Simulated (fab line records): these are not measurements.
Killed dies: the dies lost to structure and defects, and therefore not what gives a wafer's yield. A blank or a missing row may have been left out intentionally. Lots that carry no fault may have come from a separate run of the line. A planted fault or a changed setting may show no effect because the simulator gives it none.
Matching of chambers    flow n5_finfet    N5_BEOL_M15_ETCH_59 on rie_diel-03 has 4 sister chambers
The step etches BARC in N2/H2, target depth 89 nm, overetch 26.7 nm, time 67.9 s. 20 wafers are shown with their chamber, then 10 later ones without.

WAFERS WITH THEIR CHAMBER
wafer   chamber  drypump_motor_current_A (A)  throttle_valve_pct (%)  showerhead_plenum_p_Torr (Torr)
L074.1  3        6.2                          17.78                   2.61
L074.4  0        5.0                          17.44                   2.57
L074.5  0        5.0                          17.47                   2.57
L075.4  2        5.5                          18.06                   2.39
L075.5  3        6.2                          17.79                   2.61
L075.6  2        5.5                          18.08                   2.39
L077.1  2        5.5                          18.06                   2.39
L077.2  0        5.0                          17.45                   2.56
L077.4  1        5.3                          17.78                   2.53
L078.1  3        6.2                          17.78                   2.61
L078.4  0        5.0                          17.47                   2.56
L078.6  0        5.0                          17.47                   2.56
L080.3  0        5.0                          17.49                   2.56
L080.4  2        5.5                          17.56                   2.70
L080.5  0        5.0                          17.49                   2.56
L082.3  0        5.0                          17.50                   2.56
L082.4  0        5.0                          17.48                   2.56
L082.5  3        6.2                          17.80                   2.60
L083.2  3        6.3                          17.82                   2.60
L083.5  3        6.3                          17.82                   2.60

SIGNATURES (means of the wafers above)
reading                   chamber 0  chamber 1  chamber 2  chamber 3  scatter within a chamber
drypump_motor_current_A   5.000      5.300      5.500      6.233      0.0289
throttle_valve_pct        17.4733    17.7800    17.9400    17.7983    0.111
showerhead_plenum_p_Torr  2.5622     2.5300     2.4675     2.6050     0.0673
Rule: for a wafer and a chamber, the distance is found by dividing, reading by reading, the gap between the wafer's reading and the chamber's mean by the reading's scatter, squaring, summing and taking the root. If the next closest chamber is less than 2 further off than the closest, the wafer can't be placed; otherwise it belongs to the closest. The scatter is the square root of a quotient: the sum, over the shown wafers, of each reading's squared deviation from its chamber's mean, divided by wafers minus chambers.

WAFERS WITH NO CHAMBER GIVEN
wafer   drypump_motor_current_A (A)  throttle_valve_pct (%)  showerhead_plenum_p_Torr (Torr)
L083.6  5.0                          17.50                   2.56
L088.1  5.5                          17.61                   2.70
L088.3  5.3                          17.82                   2.52
L088.4  6.3                          17.43                   2.60
L092.1  6.3                          17.42                   2.59
L092.2  5.5                          17.61                   2.69
L092.3  5.3                          17.83                   2.52
L096.2  5.0                          17.56                   2.54
L096.4  5.3                          17.84                   2.51
L096.6  5.0                          17.55                   2.54

WHICH CHAMBER EACH ONE RAN IN
wafer   from the rows above  in truth
L083.6  0                    0
L088.1  2                    2
L088.3  1                    1
L088.4  3                    3
L092.1  3                    3
L092.2  2                    2
L092.3  1                    1
L096.2  0                    0
L096.4  1                    1
L096.6  0                    0
Correctly placed: 10 of 10. Left unplaced by these rows: 0. Wrongly placed: 0.
